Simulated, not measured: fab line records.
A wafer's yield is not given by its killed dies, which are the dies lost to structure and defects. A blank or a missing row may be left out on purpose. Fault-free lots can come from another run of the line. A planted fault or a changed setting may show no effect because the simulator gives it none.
fab line records    flow n5_finfet
record lots=9  wafers=27  last_day=17
route steps=1938 shown BEOL_M4@1111 BEOL_M7@1267 PASSIVATION@1936
lots untouched by any fault: they come from a run of this same line in which no faults occurred
start_h: hours from the record's opening day to when the first of the lot's shown wafers began    wait_h: time in hours since the lot's previous step    " as in the row above    L1.1+2: several wafers, shown together as one row    - either no value or no given start    * or withheld: withheld    < > ~ a bound
route shown NAME@n: names a module that has steps shown in the file, with the first one's number in the route    usual: mean/standard deviation taken from wafers without a fault    same: alike in all rows    chamber/n: place in a boat    sites: the reading at each site    _std_site: the standard deviation of these    _edge_site: the outer-site mean with the inner-site mean subtracted    radius_mm: for every site, how far away it sits from the centre of the wafer    mask NAME#n: copy n    behind: tool/chamber where the wafer was last shaped    hold: the reason the lot was held/the length of the hold in hours/how it ended    device: the n, p or np transistor that did not switch    end of line: the route-end tests of the same wafers    for a step that has no rows: nothing shown but its recipe    killed: the dies lost at the first sort to structure and to defects; this is not the yield of the wafer    map: the dies of a wafer, with x for killed, . for not killed, _ for no die there
set.NAME: setting as actually run; set.NAME@STEP: the setting as run at that earlier step    model.NAME: the simulator's own value behind a step, which no gauge read
one table for each step of the route and one row for each wafer, over a sample of lots
services: when a tool's chamber went out of use (start_h, in hours from the record's first day, below 0 if earlier), for how many hours, and the reason
## steps
# step N5_BEOL_M4_RC_MEAS_101
# usual DIBL_N=36.9/1.6  DIBL_P=37.1/2  IOFF_N=0.17/0.032  IOFF_P=0.22/0.036  ION_N=674/12  ION_P=463/7.8  SS_N=71.7/0.63  SS_P=73.5/0.62  VT_N=249/3.3  VT_P=-250/3.5
lot.wafer  tool       chamber  start_h  wait_h  DIBL_N[mV/V]  DIBL_P[mV/V]  IOFF_N[nA/um]  IOFF_P[nA/um]  ION_N[uA/um]  ION_P[uA/um]  SS_N[mV/dec]  SS_P[mV/dec]  VT_N[mV]  VT_P[mV]
L643.2     prober-01  0        195.17   0.2     38.6          39.4          0.20           0.29           679           469           71.8          74.3          247       -246
L643.4     "          0        "        "       36.9          39.0          0.18           0.29           689           474           72.1          73.9          249       -246
L643.6     "          0        "        "       35.1          35.2          0.14           0.21           664           464           71.2          73.3          252       -248
L644.3     prober-01  0        206.15   0.3     34.7          36.2          0.13           0.19           656           462           70.8          73.8          253       -251
L644.4     "          0        "        "       38.3          39.0          0.18           0.22           672           457           72.0          74.0          249       -251
L644.6     "          0        "        "       35.0          35.9          0.14           0.18           665           463           70.9          73.2          251       -252
L647.1     prober-01  0        220.95   0.0     38.6          38.0          0.19           0.27           674           464           72.3          73.7          248       -247
L647.4     "          0        "        "       37.5          36.6          0.17           0.22           670           459           71.8          74.0          249       -250
L647.6     "          0        "        "       37.1          36.7          0.18           0.23           677           463           72.2          73.6          248       -246
L650.2     prober-01  0        238.07   0.2     40.8          38.5          0.25           0.22           689           457           72.4          73.9          242       -253
L650.4     "          0        "        "       38.9          37.9          0.20           0.21           679           457           71.8          74.1          245       -253
L650.6     "          0        "        "       39.1          39.2          0.22           0.23           700           467           71.7          74.0          244       -252
L651.1     prober-02  0        240.17   0.0     39.5          37.4          0.17           0.19           668           444           72.3          73.3          248       -253
L651.2     "          0        "        "       39.5          37.6          0.18           0.20           687           466           72.0          74.1          247       -252
L651.6     "          0        "        "       37.1          34.6          0.13           0.15           661           450           71.7          72.9          255       -258
L653.1     prober-01  0        241.76   0.0     37.2          38.2          0.17           0.24           681           473           71.6          73.7          248       -249
L653.5     "          0        "        "       36.7          37.3          0.16           0.22           685           474           71.9          72.7          249       -252
L653.6     "          0        "        "       38.8          38.7          0.20           0.25           680           455           72.4          73.4          246       -249
L652.2     prober-01  0        249.72   0.2     33.2          33.8          0.11           0.13           658           451           71.9          72.2          258       -257
L652.3     "          0        "        "       34.9          38.0          0.13           0.19           650           451           71.8          72.7          258       -253
L652.6     "          0        "        "       34.9          36.9          0.14           0.17           664           457           71.5          72.2          252       -254
L657.2     prober-02  0        279.41   0.2     38.5          38.4          0.20           0.23           671           458           72.4          73.7          248       -248
L657.3     "          0        "        "       36.6          36.3          0.16           0.20           654           453           72.5          73.3          250       -252
L657.6     "          0        "        "       36.5          35.3          0.15           0.18           653           446           72.2          72.3          254       -254
L663.2     prober-01  0        310.08   0.2     36.4          37.4          0.16           0.24           676           469           71.2          73.3          247       -245
L663.4     "          0        "        "       37.4          38.7          0.17           0.25           677           467           70.5          73.9          249       -247
L663.5     "          0        "        "       34.4          35.7          0.12           0.21           664           467           71.0          72.7          255       -249
# step N5_BEOL_M7_HM_DEP_02
# recipe material=TiN  target_thk_a=200  temp_c=25  chamber_pressure_pa=0.49996
# usual throttle_valve_pct=29.8/1.1
lot.wafer  tool            chamber  start_h  wait_h  throttle_valve_pct
L643.2     pvd_sputter-01  -        215.08   1.7     28.9
L643.4     "               -        "        "       30.9
L643.6     "               -        "        "       31.7
L644.3     pvd_sputter-03  -        228.56   0.3     29.2
L644.4     "               -        "        "       30.4
L644.6     "               -        "        "       29.0
L647.1     pvd_sputter-03  -        245.46   0.7     30.4
L647.4     "               -        "        "       29.1
L647.6     "               -        "        "       29.3
L650.2     pvd_sputter-03  -        262.31   0.2     28.9
L650.4     "               -        "        "       30.3
L650.6     "               -        "        "       29.3
L651.1     pvd_sputter-03  -        266.05   0.6     30.6
L651.2     "               -        "        "       30.3
L651.6     "               -        "        "       30.4
L652.2     pvd_sputter-03  -        270.37   1.4     30.1
L652.3     "               -        "        "       29.1
L652.6     "               -        "        "       29.4
L653.1     pvd_sputter-03  -        270.73   1.5     30.3
L653.5     "               -        "        "       28.9
L653.6     "               -        "        "       29.4
L657.2     pvd_sputter-02  -        298.80   0.1     31.2
L657.3     "               -        "        "       28.2
L657.6     "               -        "        "       30.1
L663.2     pvd_sputter-02  -        334.34   1.0     28.3
L663.4     "               -        "        "       31.3
L663.5     "               -        "        "       30.0
# step N5_BEOL_M7_DESCUM_33
# recipe chemistry=O2  time_s=7  source_power_w=50  bias_power_w=20  pressure_mtorr=20  rf_frequency_hz=2.712e+07  temp_c=40  resist=CAR-EUV  o2_flow_sccm=225
# usual bias_power_w=20.01/0.058  drypump_motor_current_A=5.4/0.44  o2_flow_sccm=225.0/0.67  oes_product_au=0.82/0.093  rf_vpp_V=243.7/1.4  showerhead_plenum_p_Torr=2.13/0.07  throttle_valve_pct=20.43/0.27
lot.wafer  tool         chamber  start_h  wait_h  bias_power_w  drypump_motor_current_A  o2_flow_sccm  oes_product_au  rf_hours_counter_h  rf_vpp_V  showerhead_plenum_p_Torr  throttle_valve_pct
L643.2     rie_diel-06  1        216.53   0.1     19.98         5.8                      224.7         0.89            31                  243.5     2.07                      20.46
L643.4     "            0        "        "       20.06         4.8                      223.9         0.73            209                 241.4     1.99                      20.65
L643.6     "            3        "        "       19.96         4.8                      225.2         0.69            -                   243.4     2.16                      20.54
L644.3     rie_diel-06  0        232.27   0.3     20.02         4.8                      224.4         0.73            214                 240.5     1.98                      20.66
L644.4     "            1        "        "       20.14         5.8                      225.8         0.88            35                  242.9     2.07                      20.47
L644.6     "            1        "        "       19.97         5.8                      225.4         0.88            -                   242.1     2.07                      20.47
L647.1     rie_diel-04  1        250.12   0.2     20.06         5.4                      224.6         0.74            178                 244.4     2.10                      20.52
L647.4     "            2        "        "       19.94         5.2                      225.3         0.84            58                  243.4     2.14                      20.19
L647.6     "            0        "        "       19.99         5.6                      223.4         0.89            -                   245.0     2.12                      20.10
L650.2     rie_diel-06  3        265.47   0.0     20.01         4.8                      224.6         0.68            239                 243.1     2.16                      20.54
L650.4     "            0        "        "       20.00         4.8                      226.1         0.72            224                 242.7     1.98                      20.67
L650.6     "            1        "        "       20.08         5.8                      225.5         0.87            -                   242.9     2.06                      20.48
L651.1     rie_diel-06  1        270.05   0.2     19.93         5.8                      225.7         0.86            46                  243.3     2.06                      20.49
L651.2     "            2        "        "       20.03         4.6                      225.6         0.90            21                  245.7     2.20                      20.26
L651.6     "            1        "        "       19.96         5.8                      224.5         0.86            -                   241.7     2.06                      20.50
L652.2     rie_diel-02  2        273.77   0.0     19.99         5.5                      224.5         0.67            246                 243.8     2.16                      20.74
L652.3     "            0        "        "       20.09         5.8                      225.9         0.90            47                  245.0     2.22                      20.24
L652.6     "            3        "        "       19.92         5.9                      225.4         0.92            -                   243.2     2.14                      20.39
L653.1     rie_diel-04  1        273.94   0.0     20.12         5.4                      224.5         0.72            185                 243.9     2.10                      20.51
L653.5     "            1        "        "       20.05         5.3                      226.3         0.73            -                   242.6     2.10                      20.54
L653.6     "            0        "        "       20.12         5.5                      224.7         0.89            -                   242.9     2.12                      20.10
L657.2     rie_diel-04  1        301.47   0.1     20.08         5.3                      224.9         0.73            194                 242.0     2.09                      20.54
L657.3     "            3        "        "       20.06         5.9                      225.2         0.70            243                 244.5     2.17                      21.17
L657.6     "            3        "        "       20.07         5.8                      226.0         0.70            -                   243.8     2.17                      21.18
L663.2     rie_diel-04  2        338.33   0.5     20.04         5.2                      224.3         0.80            88                  242.8     2.13                      20.22
L663.4     "            0        "        "       20.06         5.6                      223.9         0.85            72                  243.3     2.11                      20.12
L663.5     "            1        "        "       19.92         5.4                      224.7         0.71            -                   243.8     2.09                      20.57
# step N5_BEOL_M7_ETCH_41
# recipe chemistry=CH3F/O2  target=SiCN  target_depth_a=319  taper_deg=2  time_s=57.8  ion_energy_ev=120  mask_material=TiN  pressure_mtorr=30  source_w=395  bias_w=75  Ar_flow_sccm=150  CH3F_flow_sccm=30  O2_flow_sccm=20
# usual drypump_motor_current_A=5.4/0.44  oes_product_au=0.82/0.093  rf_vpp_V=297.9/1.6  showerhead_plenum_p_Torr=2.03/0.071  throttle_valve_pct=16.26/0.27
lot.wafer  tool         chamber  start_h  wait_h  drypump_motor_current_A  oes_product_au  rf_hours_counter_h  rf_vpp_V  showerhead_plenum_p_Torr  throttle_valve_pct
L643.2     rie_diel-06  1        -        -       5.8                      0.88            32                  295.1     1.96                      16.18
L643.4     "            0        "        "       4.8                      0.73            209                 295.5     1.89                      16.53
L643.6     "            3        "        "       4.8                      0.70            -                   299.5     2.05                      16.39
L644.3     rie_diel-06  0        -        -       4.8                      0.71            214                 295.9     1.89                      16.54
L644.4     "            1        "        "       5.8                      0.87            35                  296.7     1.96                      16.18
L644.6     "            1        "        "       5.8                      0.88            -                   296.1     1.96                      16.19
L647.1     rie_diel-04  1        -        -       5.3                      0.73            178                 297.1     1.98                      16.22
L647.4     "            2        "        "       5.2                      0.85            58                  297.6     2.03                      15.99
L647.6     "            0        "        "       5.6                      0.90            -                   297.1     2.03                      16.03
L650.2     rie_diel-06  3        -        -       4.8                      0.69            239                 297.7     2.05                      16.41
L650.4     "            0        "        "       4.8                      0.71            224                 294.5     1.89                      16.54
L650.6     "            1        "        "       5.8                      0.86            -                   295.9     1.96                      16.24
L651.1     rie_diel-06  1        -        -       5.8                      0.87            46                  296.6     1.96                      16.22
L651.2     "            2        "        "       4.7                      0.90            21                  299.1     2.12                      16.23
L651.6     "            1        "        "       5.8                      0.86            -                   296.4     1.96                      16.23
L652.2     rie_diel-02  2        -        -       5.5                      0.68            247                 298.3     2.08                      16.73
L652.3     "            0        "        "       5.8                      0.88            47                  299.7     2.10                      16.00
L652.6     "            3        "        "       5.9                      0.91            -                   297.9     2.04                      16.19
L653.1     rie_diel-04  1        -        -       5.3                      0.73            186                 299.1     1.98                      16.24
L653.5     "            1        "        "       5.3                      0.72            -                   297.9     1.98                      16.25
L653.6     "            0        "        "       5.6                      0.89            -                   297.8     2.03                      16.04
L657.2     rie_diel-04  1        -        -       5.3                      0.73            194                 297.1     1.97                      16.26
L657.3     "            3        "        "       5.8                      0.70            243                 299.6     2.06                      16.91
L657.6     "            3        "        "       5.9                      0.69            -                   298.2     2.06                      16.90
L663.2     rie_diel-04  2        -        -       5.2                      0.82            88                  296.8     2.02                      16.04
L663.4     "            0        "        "       5.6                      0.86            73                  296.9     2.03                      16.08
L663.5     "            1        "        "       5.4                      0.71            -                   295.8     1.97                      16.27
# step N5_BEOL_M7_OCD_MEAS_38
# usual trench_depth_nm=93.8/1.7
lot.wafer  tool    chamber  start_h  wait_h  trench_depth_nm
L643.2     ocd-01  -        216.96   -       95.5
L643.4     "       -        "        "       93.8
L643.6     "       -        "        "       92.0
L644.3     ocd-01  -        232.70   -       93.0
L644.4     "       -        "        "       94.8
L644.6     "       -        "        "       94.9
L647.1     ocd-01  -        250.54   -       92.1
L647.4     "       -        "        "       95.3
L647.6     "       -        "        "       94.0
L650.2     ocd-02  -        265.90   -       91.1
L650.4     "       -        "        "       91.5
L650.6     "       -        "        "       94.6
L651.1     ocd-01  -        270.48   -       94.0
L651.2     "       -        "        "       93.7
L651.6     "       -        "        "       95.6
L652.2     ocd-01  -        274.20   -       79.6
L652.3     "       -        "        "       93.2
L652.6     "       -        "        "       84.8
L653.1     ocd-02  -        274.37   -       78.4
L653.5     "       -        "        "       80.9
L653.6     "       -        "        "       81.1
L657.2     ocd-02  -        301.91   -       92.3
L657.3     "       -        "        "       92.5
L657.6     "       -        "        "       91.6
L663.2     ocd-01  -        338.76   -       96.0
L663.4     "       -        "        "       96.5
L663.5     "       -        "        "       91.2
# step N5_BEOL_M7_CD_MEAS_35
# recipe target_cd_nm=40  polarity=opening
# usual cd_nm=39.9/0.68
lot.wafer  tool       chamber  start_h  wait_h  cd_nm
L643.2     cd_sem-03  -        217.13   0.0     41.1
L643.4     "          -        "        "       40.3
L643.6     "          -        "        "       41.2
L644.3     cd_sem-02  -        232.85   0.0     39.8
L644.4     "          -        "        "       41.2
L644.6     "          -        "        "       40.5
L647.1     cd_sem-01  -        250.70   0.0     39.5
L647.4     "          -        "        "       39.6
L647.6     "          -        "        "       39.6
L650.2     cd_sem-01  -        266.05   0.0     40.1
L650.4     "          -        "        "       39.9
L650.6     "          -        "        "       40.7
L651.1     cd_sem-02  -        270.63   0.0     40.6
L651.2     "          -        "        "       40.2
L651.6     "          -        "        "       39.4
L652.2     cd_sem-01  -        274.35   0.0     40.3
L652.3     "          -        "        "       39.7
L652.6     "          -        "        "       40.0
L653.1     cd_sem-01  -        274.52   0.0     40.5
L653.5     "          -        "        "       39.8
L653.6     "          -        "        "       40.3
L657.2     cd_sem-02  -        302.06   0.0     39.7
L657.3     "          -        "        "       39.5
L657.6     "          -        "        "       40.1
L663.2     cd_sem-02  -        338.92   0.0     39.0
L663.4     "          -        "        "       40.2
L663.5     "          -        "        "       40.4
# step N5_PASSIVATION_PROBE_49
# usual defect_limited_yield=90.9/1.6  killed_at_M0_to_M3=34/11  killed_at_M4_up=14/5.7  killed_at_contacts=13/6.5  killed_at_front_end=43/11  killed_at_other=4/3.1  killed_dies=107/19  killed_on_rim=14/3.9  killed_open=71/14  killed_short=35/7.9  sort_bin_5_function=5.3/1.1  sort_bin_6_memory=3.4/0.74  sort_bin_8_speed=0.00/0.014  sort_n_pass=1073/19
# same gross_dies=1180  killed_at_back_side=0  sort_bin_4_leakage[%]=0
lot.wafer  tool       chamber  start_h  wait_h  defect_limited_yield[%]  killed_at_M0_to_M3  killed_at_M4_up  killed_at_contacts  killed_at_front_end  killed_at_other  killed_dies  killed_on_rim  killed_open  killed_short  sort_bin_5_function[%]  sort_bin_6_memory[%]  sort_bin_8_speed[%]  sort_n_pass
L643.2     prober-02  -        302.77   0.1     89.3                     43                  19               19                  44                   1                126          17             83           42            6.0                     4.1                   0                    1054
L643.4     prober-02  -        302.87   0.2     87.4                     51                  14               12                  71                   1                149          24             83           64            7.8                     4.4                   0                    1031
L643.6     prober-02  -        302.97   0.3     91.4                     49                  9                5                   35                   4                102          11             71           30            6.2                     2.3                   0                    1078
L647.1     prober-01  -        323.65   0.0     88.8                     46                  17               17                  46                   6                132          18             79           51            6.6                     4.3                   0                    1048
L647.4     prober-01  -        323.80   0.2     88.3                     46                  17               21                  44                   10               138          18             82           56            6.4                     5.1                   0                    1042
L647.6     prober-01  -        323.90   0.3     89.7                     40                  15               12                  45                   9                121          13             81           40            5.6                     4.4                   0                    1059
L650.2     prober-01  -        336.69   0.1     90.2                     36                  15               14                  47                   4                116          16             75           41            4.5                     4.7                   0                    1064
L650.4     prober-01  -        336.79   0.2     89.2                     41                  15               8                   62                   2                128          18             87           41            6.4                     4.2                   0                    1052
L650.6     prober-01  -        336.89   0.3     90.3                     29                  8                15                  58                   5                115          21             73           37            4.6                     4.2                   0                    1065
L652.2     prober-01  -        347.68   0.1     78.9                     19                  176              12                  40                   2                249          23             58           27            18.3                    2.6                   0                    931
L652.3     prober-01  -        347.73   0.1     89.2                     25                  18               8                   65                   11               127          12             65           53            6.9                     3.5                   0                    1053
L652.6     prober-01  -        347.88   0.3     82.6                     30                  107              12                  48                   8                205          25             75           35            13.4                    3.5                   0                    975
L651.1     prober-01  -        347.93   0.3     91.0                     26                  21               13                  44                   2                106          12             71           35            6.0                     2.9                   0                    1074
L651.2     prober-01  -        347.98   0.4     90.0                     31                  16               37                  34                   0                118          14             80           37            5.9                     3.8                   0                    1062
L651.6     prober-01  -        348.18   0.6     89.4                     39                  10               23                  51                   2                125          17             94           31            5.9                     4.0                   0                    1055
L653.1     prober-02  -        349.92   0.0     75.3                     66                  150              19                  51                   5                291          52             107          50            20.0                    4.2                   0                    889
L653.5     prober-02  -        350.12   0.2     83.3                     29                  117              12                  38                   1                197          22             69           22            12.7                    3.6                   0                    983
L653.6     prober-02  -        350.17   0.3     79.1                     39                  137              18                  51                   2                247          64             81           40            16.3                    4.2                   0                    933
L657.2     prober-01  -        374.82   0.1     93.2                     10                  9                10                  49                   2                80           11             54           25            3.9                     2.7                   0                    1100
L657.3     prober-01  -        374.87   0.1     90.4                     22                  9                20                  52                   10               113          14             84           29            4.9                     4.6                   0                    1067
L657.6     prober-01  -        375.02   0.3     91.3                     22                  19               9                   45                   8                103          16             74           29            5.3                     3.2                   0                    1077
# killed by level:class
L643.2 MOL_CONTACT_COAG:geometric_particle:open=16 BEOL_M0_SAQP:geometric_particle:short=11 FIN_SAQP:geometric_particle:open=10 BEOL_M3:geometric_particle:open=10 BEOL_M4:geometric_particle:open=10 BEOL_M0_SAQP:geometric_particle:open=9 FIN_SAQP:geometric_particle:short=8 DUMMY_GATE:geometric_particle:open=6
L643.4 BEOL_M0_SAQP:geometric_particle:open=14 BEOL_M0_SAQP:geometric_particle:short=12 ILD0:geometric_particle:short=11 BEOL_M2:geometric_particle:open=11 MOL_CONTACT_COAG:geometric_particle:open=10 FIN_SAQP:geometric_particle:short=8 GATE_CUT:geometric_particle:open=7 BEOL_M2:geometric_particle:short=7
L643.6 BEOL_M0_SAQP:geometric_particle:open=13 BEOL_M0_SAQP:geometric_particle:short=11 BEOL_M1:geometric_particle:open=8 FIN_SAQP:geometric_particle:open=7 STI_FIN_REVEAL:geometric_particle:open=7 BEOL_M2:geometric_particle:open=7 DUMMY_GATE:geometric_particle:open=6 GATE_CUT:geometric_particle:short=4
L647.1 MOL_CONTACT_COAG:geometric_particle:open=14 BEOL_M3:geometric_particle:open=12 FIN_SAQP:geometric_particle:short=10 STI_FIN_REVEAL:geometric_particle:open=9 BEOL_M0_SAQP:geometric_particle:short=9 FIN_SAQP:geometric_particle:open=8 BEOL_M4:geometric_particle:short=7 BEOL_M2:geometric_particle:open=5
L647.4 FIN_SAQP:geometric_particle:short=17 MOL_CONTACT_COAG:geometric_particle:open=17 BEOL_M3:geometric_particle:open=10 BEOL_M1:geometric_particle:open=9 BEOL_M0_SAQP:geometric_particle:short=8 BEOL_M4:geometric_particle:open=6 BEOL_M2:geometric_particle:open=6 FIN_SAQP:geometric_particle:open=5
L647.6 FIN_SAQP:geometric_particle:short=11 STI_FIN_REVEAL:geometric_particle:open=10 FIN_SAQP:geometric_particle:open=9 MOL_CONTACT_COAG:geometric_particle:open=9 BEOL_M0_SAQP:geometric_particle:short=7 BEOL_M0_SAQP:geometric_particle:open=7 BEOL_M2:geometric_particle:open=7 BEOL_M3:geometric_particle:open=6
L650.2 FIN_SAQP:geometric_particle:short=13 BEOL_M0_SAQP:geometric_particle:open=12 FIN_SAQP:geometric_particle:open=11 MOL_CONTACT_COAG:geometric_particle:open=11 STI_FIN_REVEAL:geometric_particle:open=10 BEOL_M0_SAQP:geometric_particle:short=10 BEOL_M3:geometric_particle:open=6 BEOL_M2:geometric_particle:open=4
L650.4 FIN_SAQP:geometric_particle:open=20 FIN_SAQP:geometric_particle:short=19 BEOL_M3:geometric_particle:open=17 STI_FIN_REVEAL:geometric_particle:open=12 BEOL_M0_SAQP:geometric_particle:open=8 MOL_CONTACT_COAG:geometric_particle:open=7 BEOL_M4:geometric_particle:open=6 BEOL_M0_SAQP:geometric_particle:short=5
L650.6 FIN_SAQP:geometric_particle:open=18 BEOL_M3:geometric_particle:open=12 MOL_CONTACT_COAG:geometric_particle:open=12 STI_FIN_REVEAL:geometric_particle:open=9 FIN_SAQP:geometric_particle:short=8 BEOL_M0_SAQP:geometric_particle:short=5 BEOL_M1:geometric_particle:open=4 STARTING-WAFER:geometric_particle:open=4
L652.2 BEOL_M7:area_open=164 MOL_CONTACT_COAG:geometric_particle:open=10 FIN_SAQP:geometric_particle:short=6 STI_FIN_REVEAL:geometric_particle:open=6 BEOL_M2:geometric_particle:open=6 DUMMY_GATE:geometric_particle:open=5 BEOL_M4:geometric_particle:open=5 FIN_SAQP:geometric_particle:open=4
L652.3 FIN_SAQP:geometric_particle:short=17 FIN_SAQP:geometric_particle:open=12 STI_FIN_REVEAL:geometric_particle:open=9 BEOL_M2:geometric_particle:open=9 BEOL_M7:area_open=8 ILD0:geometric_particle:open=5 GATE_CUT:geometric_particle:short=5 BEOL_M3:geometric_particle:short=5
L652.6 BEOL_M7:area_open=94 STI_FIN_REVEAL:geometric_particle:open=14 MOL_CONTACT_COAG:geometric_particle:open=10 BEOL_M2:geometric_particle:open=8 FIN_SAQP:geometric_particle:short=6 DUMMY_GATE:geometric_particle:open=6 BEOL_M0_SAQP:geometric_particle:short=6 FIN_SAQP:geometric_particle:open=5
L651.1 STI_FIN_REVEAL:geometric_particle:open=14 BEOL_M4:geometric_particle:open=12 MOL_CONTACT_COAG:geometric_particle:open=9 BEOL_M1:geometric_particle:open=9 BEOL_M2:geometric_particle:open=7 FIN_SAQP:geometric_particle:open=6 GATE_CUT:geometric_particle:short=6 DUMMY_GATE:geometric_particle:open=5
L651.2 MOL_CONTACT_COAG:geometric_particle:open=26 MOL_CONTACT_COAG:geometric_particle:short=11 BEOL_M0_SAQP:geometric_particle:open=11 FIN_SAQP:geometric_particle:open=6 GATE_CUT:geometric_particle:short=6 BEOL_M5:geometric_particle:open=6 FIN_SAQP:geometric_particle:short=5 STARTING-WAFER:geometric_particle:short=5
L651.6 STI_FIN_REVEAL:geometric_particle:open=20 MOL_CONTACT_COAG:geometric_particle:open=19 BEOL_M1:geometric_particle:open=15 FIN_SAQP:geometric_particle:open=7 BEOL_M0_SAQP:geometric_particle:open=7 FIN_SAQP:geometric_particle:short=6 BEOL_M0_SAQP:geometric_particle:short=6 MOL_CONTACT_COAG:geometric_particle:short=4
L653.1 BEOL_M7:area_open=133 BEOL_M0_SAQP:geometric_particle:short=21 STI_FIN_REVEAL:geometric_particle:open=19 BEOL_M0_SAQP:geometric_particle:open=19 MOL_CONTACT_COAG:geometric_particle:open=15 BEOL_M4:geometric_particle:open=14 BEOL_M3:geometric_particle:open=10 DUMMY_GATE:geometric_particle:open=8
L653.5 BEOL_M7:area_open=105 STI_FIN_REVEAL:geometric_particle:open=11 MOL_CONTACT_COAG:geometric_particle:open=10 FIN_SAQP:geometric_particle:open=9 BEOL_M3:geometric_particle:open=8 BEOL_M1:geometric_particle:open=6 GATE_CUT:geometric_particle:short=4 GATE_CUT:geometric_particle:open=4
L653.6 BEOL_M7:area_open=125 MOL_CONTACT_COAG:geometric_particle:open=17 STI_FIN_REVEAL:geometric_particle:open=13 BEOL_M0_SAQP:geometric_particle:open=12 FIN_SAQP:geometric_particle:short=9 BEOL_M0_SAQP:geometric_particle:short=8 GATE_CUT:geometric_particle:short=7 BEOL_M2:geometric_particle:open=7
L657.2 STI_FIN_REVEAL:geometric_particle:open=10 MOL_CONTACT_COAG:geometric_particle:open=9 FIN_SAQP:geometric_particle:short=6 GATE_CUT:geometric_particle:open=6 BEOL_M4:geometric_particle:open=6 STARTING-WAFER:geometric_particle:open=5 ILD0:geometric_particle:open=4 FIN_SAQP:geometric_particle:open=3
L657.3 MOL_CONTACT_COAG:geometric_particle:open=16 STI_FIN_REVEAL:geometric_particle:open=13 FIN_SAQP:geometric_particle:open=12 FIN_SAQP:geometric_particle:short=10 BEOL_M3:geometric_particle:open=8 DUMMY_GATE:geometric_particle:open=6 BEOL_M2:geometric_particle:open=5 BEOL_M4:geometric_particle:open=5
L657.6 BEOL_M4:geometric_particle:open=10 FIN_SAQP:geometric_particle:short=9 STI_FIN_REVEAL:geometric_particle:open=8 MOL_CONTACT_COAG:geometric_particle:open=8 BEOL_M3:geometric_particle:open=8 BEOL_M0:geometric_particle:open=5 FIN_SAQP:geometric_particle:open=4 DUMMY_GATE:geometric_particle:open=4
## services
tool         chamber  start_h  hours  kind
rie_diel-02  1        217.11   -      clean
rie_diel-02  1        217.11   -      consumable_replace:focus_ring
rie_diel-02  1        217.11   -      consumable_replace:showerhead
rie_diel-02  1        217.11   28.9   scheduled_down
rie_diel-02  1        217.11   28.9   vent_cycle
rie_diel-06  1        224.30   2.0    repair
rie_diel-04  0        239.88   1.8    repair
rie_diel-02  1        252.83   7.7    repair
rie_diel-02  2        284.20   -      clean
rie_diel-02  2        284.20   -      consumable_replace:focus_ring
rie_diel-02  2        284.20   12.1   scheduled_down
rie_diel-02  2        284.20   12.1   vent_cycle
rie_diel-06  2        287.31   3.1    repair
rie_diel-06  3        298.34   -      clean
rie_diel-06  3        298.34   -      consumable_replace:focus_ring
rie_diel-04  3        322.86   -      clean
rie_diel-04  3        322.86   -      consumable_replace:focus_ring
rie_diel-04  3        322.86   13.7   scheduled_down
rie_diel-04  3        322.86   13.7   vent_cycle
## key
first_sign step=N5_BEOL_M7_OCD_MEAS_38  reading=trench_depth_nm  direction=down  sigmas=6.4  usual=93.8  struck=83.0  wafers_moved=5
effect step=N5_PASSIVATION_PROBE_49  reading=killed_at_M4_up  direction=up  sigmas=18  usual=14  struck=118  wafers_moved=5
more_kills_born_at N5_BEOL_M7_HM_OPEN_17@rie_metal-01=363  N5_BEOL_M7_HM_OPEN_17@rie_metal-03=266
met_at N5_BEOL_M7_HM_DEP_02
struck_lots L652,L653
not_acting_at N5_BEOL_M7_DESCUM_33,N5_BEOL_M7_ETCH_41,N5_BEOL_M7_CD_MEAS_35
onset_between 266.05 270.37
fault kind=process_parameter_drift  tool=pvd_sputter-03  chamber=-  onset_h=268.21  steps=N5_BEOL_M7_HM_DEP_02  channel=target_thk_a  offset=*  shape=step  end_h=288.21  acts_in=*  stated=*
